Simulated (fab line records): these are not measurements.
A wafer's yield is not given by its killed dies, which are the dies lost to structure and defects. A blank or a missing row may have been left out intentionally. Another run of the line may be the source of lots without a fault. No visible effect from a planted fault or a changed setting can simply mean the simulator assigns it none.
What tool caused it? + flow nand harc + Sampling: 14 lots, 42 wafers, 5 of 1302 route steps

WHAT THE GAUGES READ, wafer by wafer
NHARC_THIN_TSV_CD_MEAS_33: the cd target is 5000 nm.
| lot  | measured     | on        | cd nm (nm)           |
|------|--------------|-----------|----------------------|
| L429 | day 24 16:37 | cd sem-01 | 4998.5 5001.3 5000.8 |
| L431 | day 24 19:00 | cd sem-02 | 5000.8 4999.3 4999.4 |
| L432 | day 25 08:30 | cd sem-03 | 5002.9 5002.7 5001.0 |
| L433 | day 25 09:43 | cd sem-02 | 4999.4 5001.7 5000.5 |
| L434 | day 26 07:43 | cd sem-03 | 4995.7 4996.1 4999.4 |
| L445 | day 30 05:24 | cd sem-01 | 4998.0 4998.5 5001.9 |
| L447 | day 31 03:02 | cd sem-03 | 5001.2 5002.0 5001.7 |
| L446 | day 31 14:11 | cd sem-01 | 4997.5 5001.5 5001.7 |
| L449 | day 32 00:37 | cd sem-03 | 4999.6 4996.2 4999.9 |
| L450 | day 33 01:40 | cd sem-02 | 5003.7 4998.8 5001.9 |
| L451 | day 33 19:23 | cd sem-03 | 4997.1 4997.8 4996.8 |
| L452 | day 34 14:40 | cd sem-03 | 5000.9 4997.7 5001.0 |

NHARC_END_SORT_01.
| lot  | measured     | on        | killed at array | killed at other | killed at periphery | killed dies | killed open | killed short |
|------|--------------|-----------|-----------------|-----------------|---------------------|-------------|-------------|--------------|
| L429 | day 25 09:36 | prober-02 | 60 66 64        | 2 1 3           | 5 1 4               | 67 68 71    | 3 2 2       | 7 0 3        |
| L432 | day 25 18:27 | prober-01 | 62 79 71        | 2 5 4           | 4 5 6               | 68 89 81    | 2 5 3       | 2 1 2        |
| L438 | day 28 20:20 | prober-02 | 677 673 675     | 0 0 0           | 0 4 2               | 677 677 677 | 5 2 4       | 1 5 2        |
| L439 | day 28 14:19 | prober-01 | 674 675 675     | 1 1 1           | 2 1 1               | 677 677 677 | 3 3 1       | 2 3 4        |
| L445 | day 30 16:13 | prober-01 | 24 29 40        | 0 0 0           | 5 4 6               | 29 33 46    | 3 3 4       | 2 3 3        |
| L450 | day 33 10:43 | prober-01 | 22 25 23        | 2 5 0           | 4 5 3               | 28 35 26    | 0 4 4       | 2 1 2        |
| L451 | day 34 08:16 | prober-02 | 71 77 39        | 0 0 0           | 7 5 6               | 78 82 45    | 6 4 3       | 4 4 4        |
| L452 | day 35 01:07 | prober-01 | 43 80 38        | 0 1 1           | 6 5 5               | 49 86 44    | 0 2 4       | 3 6 1        |

EACH LOT AND THE TOOL THAT RAN IT (in order: tool; ch and the chambers of the sampled wafers; start)
| lot  | NHARC_A_STAIRCASE_CVD_552   | NHARC_THIN_TSV_DEP_43           | NHARC_THIN_TSV_STRIP_62              |
|------|-----------------------------|---------------------------------|--------------------------------------|
| L429 | lpcvd-01 ch 1, day 18 01:18 | pecvd-03 ch 0,2, day 24 09:43   | plasma asher-01 ch 0,1, day 24 13:16 |
| L431 | lpcvd-01 ch 1, day 18 07:49 | pecvd-03 ch 0,1,2, day 24 12:05 | plasma asher-02 ch 1, day 24 15:38   |
| L432 | lpcvd-02 ch 0, day 18 21:41 | pecvd-03 ch 0,1,2, day 25 01:49 | plasma asher-01 ch 0,1, day 25 05:11 |
| L433 | lpcvd-02 ch 0, day 19 01:32 | pecvd-04 ch 0,1,2, day 25 02:58 | plasma asher-02 ch 0,1, day 25 06:26 |
| L434 | lpcvd-01 ch 0, day 19 17:10 | pecvd-04 ch 1,2, day 26 01:10   | plasma asher-01 ch 0,1, day 26 04:34 |
| L438 | lpcvd-02 ch 1, day 21 14:14 | -                               | -                                    |
| L439 | lpcvd-02 ch 1, day 21 20:12 | -                               | -                                    |
| L445 | lpcvd-01 ch 0, day 23 23:14 | pecvd-03 ch 0,1, day 29 22:31   | plasma asher-02 ch 0,1, day 30 02:09 |
| L447 | lpcvd-01 ch 1, day 24 12:42 | pecvd-01 ch 0,1, day 30 20:10   | plasma asher-01 ch 0,1, day 30 23:44 |
| L446 | lpcvd-01 ch 0, day 24 15:55 | pecvd-04 ch 0,2, day 31 07:35   | plasma asher-01 ch 0,1, day 31 10:54 |
| L449 | lpcvd-01 ch 1, day 25 19:09 | pecvd-04 ch 0,1,2, day 31 17:55 | plasma asher-01 ch 0,1, day 31 21:16 |
| L450 | lpcvd-02 ch 1, day 26 18:16 | pecvd-01 ch 0,1,2, day 32 19:01 | plasma asher-01 ch 0,1, day 32 22:19 |
| L451 | lpcvd-01 ch 0, day 26 23:30 | pecvd-03 ch 1,2, day 33 12:55   | plasma asher-01 ch 1, day 33 16:07   |
| L452 | lpcvd-02 ch 1, day 27 18:07 | pecvd-03 ch 0,1,2, day 34 08:07 | plasma asher-01 ch 0, day 34 11:30   |
- NHARC_A_STAIRCASE_CVD_552: deposits SiNx, target thk 40 nm.
- NHARC_THIN_TSV_DEP_43: deposits SiO2, target thk 1328.5 nm.
- NHARC_THIN_TSV_STRIP_62: strips in N2/H2, time 20 s.

WHAT THE TOOLS THEMSELVES READ (means of the sampled wafers that have a number; where no wafer has one, the mark that the record gives instead)
NHARC_A_STAIRCASE_CVD_552.
| lot  | tool     | zone power bottom pct (%) |
|------|----------|---------------------------|
| L429 | lpcvd-01 | 15.4                      |
| L431 | lpcvd-01 | 15.5                      |
| L432 | lpcvd-02 | 15.9                      |
| L433 | lpcvd-02 | 16.0                      |
| L434 | lpcvd-01 | 16.6                      |
| L438 | lpcvd-02 | 18.4                      |
| L439 | lpcvd-02 | 18.5                      |
| L445 | lpcvd-01 | 16.5                      |
| L447 | lpcvd-01 | 15.3                      |
| L446 | lpcvd-01 | 16.4                      |
| L449 | lpcvd-01 | 15.5                      |
| L450 | lpcvd-02 | 18.1                      |
| L451 | lpcvd-01 | 16.7                      |
| L452 | lpcvd-02 | 18.4                      |

NHARC_THIN_TSV_DEP_43.
| lot  | tool     | mfc precursor sccm (sccm) | showerhead vpp V (V) | throttle valve pct (%) |
|------|----------|---------------------------|----------------------|------------------------|
| L429 | pecvd-03 | 161.6                     | 1842                 | 15.5                   |
| L431 | pecvd-03 | 161.7                     | 1848                 | 15.7                   |
| L432 | pecvd-03 | 161.4                     | 1836                 | 15.6                   |
| L433 | pecvd-04 | 161.0                     | 1831                 | 15.2                   |
| L434 | pecvd-04 | 161.5                     | 1792                 | 15.8                   |
| L445 | pecvd-03 | 161.8                     | 1798                 | 16.2                   |
| L447 | pecvd-01 | 161.6                     | 1794                 | 15.9                   |
| L446 | pecvd-04 | 160.7                     | 1914                 | 15.0                   |
| L449 | pecvd-04 | 161.0                     | 1836                 | 15.4                   |
| L450 | pecvd-01 | 161.4                     | 1794                 | 15.8                   |
| L451 | pecvd-03 | 161.5                     | 1864                 | 16.0                   |
| L452 | pecvd-03 | 161.4                     | 1840                 | 15.9                   |

NHARC_THIN_TSV_STRIP_62.
| lot  | tool            | drypump motor current A (A) | heater power w (W) |
|------|-----------------|-----------------------------|--------------------|
| L429 | plasma asher-01 | 5.4                         | 329                |
| L431 | plasma asher-02 | 6.6                         | 273                |
| L432 | plasma asher-01 | 5.8                         | 312                |
| L433 | plasma asher-02 | 6.3                         | 305                |
| L434 | plasma asher-01 | 5.4                         | 324                |
| L445 | plasma asher-02 | 6.3                         | 307                |
| L447 | plasma asher-01 | 5.4                         | 327                |
| L446 | plasma asher-01 | 5.4                         | 328                |
| L449 | plasma asher-01 | 5.8                         | 320                |
| L450 | plasma asher-01 | 5.8                         | 321                |
| L451 | plasma asher-01 | 4.9                         | 336                |
| L452 | plasma asher-01 | 6.3                         | 314                |

THE ANSWER, worked out from the rows above alone
Rule: usual is defined by the lots themselves. The widest of any qualifying gaps counts: lots, ordered by their means at a reading, are off when they make up no more than a third of the lots, leave a main group of 4 or more, and stand apart from it by 3 or more times the standard deviation of that group's means. If all means in a main group match to the digits the tables above print for the reading, that group is not used. A lot without any number at a reading at which 4 lots or more have one is off too. Any other lot the step has rows for is counted as sound. After the gauges, taken in route order, come the tools' own readings; for these a lot's mean is taken, as printed above. At the first step where some lot is off, the reading lying furthest off is the one used; lots without a number count as furthest.
Off: L438, L439, at NHARC_END_SORT_01 (killed at array). Main group: mean 51, sd 18. Neither off nor sound, because the step has no rows for them: L431, L433, L434, L447, L446, L449.
If a tool, at a process step before that reading, ran all the lots that are off and no sound lot after the first of them, it fits. Gauges at NHARC_END_SORT_01: tried the same way as those tools. Of those tried, none fits.

WHAT THE SIMULATOR PUT IN
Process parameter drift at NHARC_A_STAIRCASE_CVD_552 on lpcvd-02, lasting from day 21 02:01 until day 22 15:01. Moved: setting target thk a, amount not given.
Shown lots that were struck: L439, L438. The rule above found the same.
